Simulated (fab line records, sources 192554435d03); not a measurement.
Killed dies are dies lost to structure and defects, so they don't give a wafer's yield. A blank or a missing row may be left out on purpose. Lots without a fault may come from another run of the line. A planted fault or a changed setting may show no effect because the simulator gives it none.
A struck lot beside a sound one | flow n5_finfet | 17 steps out of a route of 1938
Sound: wafers L963.1, L963.3, L963.4. Struck: wafer L968.5. (L968.1 of the same lot was not struck and is left out.) The cause comes at the end.
At each step with rows: each side's tool, then ch and its chambers, then its first start. Under that, the readings that differ: sound wafers | struck wafers | difference of the means | sigmas: that difference in standard deviations of wafers without a fault.
alike: readings whose means differ by less than 2 such deviations, and words and numbers that are the same on both sides. not compared: withheld readings, readings that some wafer has no value for, bounds like >300 that may hide the same value, and numbers for which the record gives no deviation and whose values overlap.
The two part at a step that has a row with sigmas, a row that says differs or no value, or rows on one side only. Numbers that don't overlap but have no deviation are shown without sigmas and don't part them. A reading that every wafer of one side lacks parts them only if that side has two wafers or more.

N5_PASSIVATION_ETCH_59: etches TaN in Cl2/BCl3, target depth 65 nm, time 34.9 s.
  sound on rie_metal-01 ch 0,1, day 16 00:34; struck on rie_metal-03 ch 1, day 16 12:38
  reading                | sound             | struck | difference | sigmas
  throttle_valve_pct (%) | 21.33 21.15 21.35 | 20.86  | -0.42      | -2
  alike: drypump_motor_current_A, mfc_cl2_sccm, oes_product_au, rf_fwd_power_W
  not compared: rf_hours_counter_h
N5_PASSIVATION_STRIP_34: strips in O2.
  sound on rie_diel-01 ch 0,2,3, day 16 00:41; struck on rie_diel-06 ch 3, day 16 12:45
  alike: drypump_motor_current_A, oes_product_au, rf_vpp_V, showerhead_plenum_p_Torr, throttle_valve_pct
  not compared: rf_hours_counter_h
then, 4 steps without rows for these wafers: N5_PASSIVATION_STRIP_51 (strips in post etch residue remover, time 1200 s); N5_PASSIVATION_CLEAN_69 (cleans in IPA, time 180 s); N5_PASSIVATION_SRD_70 (time 30 s); N5_PASSIVATION_PECVD_53 (deposits SiO2 from TEOS/O2, target thk 800 nm, time 169.4 s).
N5_PASSIVATION_PECVD_35: deposits SiNx from SiH4/NH3/N2, target thk 700 nm, time 151.3 s.
  sound on pecvd-01 ch 0,2, day 16 01:18; struck on pecvd-02 ch 2, day 16 13:22
  alike: heater_power_outer_w, heater_power_w, rf_fwd_power_W, showerhead_plenum_p_Torr, throttle_valve_pct
then, 5 steps without rows for these wafers: N5_PASSIVATION_HMDS_37 (time 60 s); N5_PASSIVATION_COAT_38; N5_PASSIVATION_EBR_40; N5_PASSIVATION_SOFTBAKE_39 (time 120 s); N5_PASSIVATION_EXPOSE_41 (exposes mask PASS OPEN, defocus 0 nm, target cd 40000 nm).
N5_PASSIVATION_PEB_42:
  sound on litho_track-01 ch 0, day 16 01:46; struck on litho_track-01 ch 0, day 16 13:49
then, 2 steps without rows for these wafers: N5_PASSIVATION_DEVELOP_43 (develop time 60 s); N5_PASSIVATION_HARDBAKE_45 (time 120 s).
N5_PASSIVATION_CD_MEAS_44: target cd 40000 nm.
  sound on cd_sem-03 ch 0, day 16 01:53; struck on cd_sem-02 ch 0, day 16 13:56
  reading    | sound             | struck | difference | sigmas
  cd_nm (nm) | 39994 39999 39999 | 39981  | -16        | -5
N5_PASSIVATION_OVL_MEAS_66:
  sound on overlay-02 ch 0, day 16 01:55; struck on overlay-01 ch 0, day 16 13:58
  alike: PASS_OPEN_OVL

WHERE THEY PART
First at N5_PASSIVATION_ETCH_59; last, within this record, at N5_PASSIVATION_CD_MEAS_44. Later steps at which nothing parts them and some readings are alike: N5_PASSIVATION_OVL_MEAS_66.

WHY: what the simulator had put in
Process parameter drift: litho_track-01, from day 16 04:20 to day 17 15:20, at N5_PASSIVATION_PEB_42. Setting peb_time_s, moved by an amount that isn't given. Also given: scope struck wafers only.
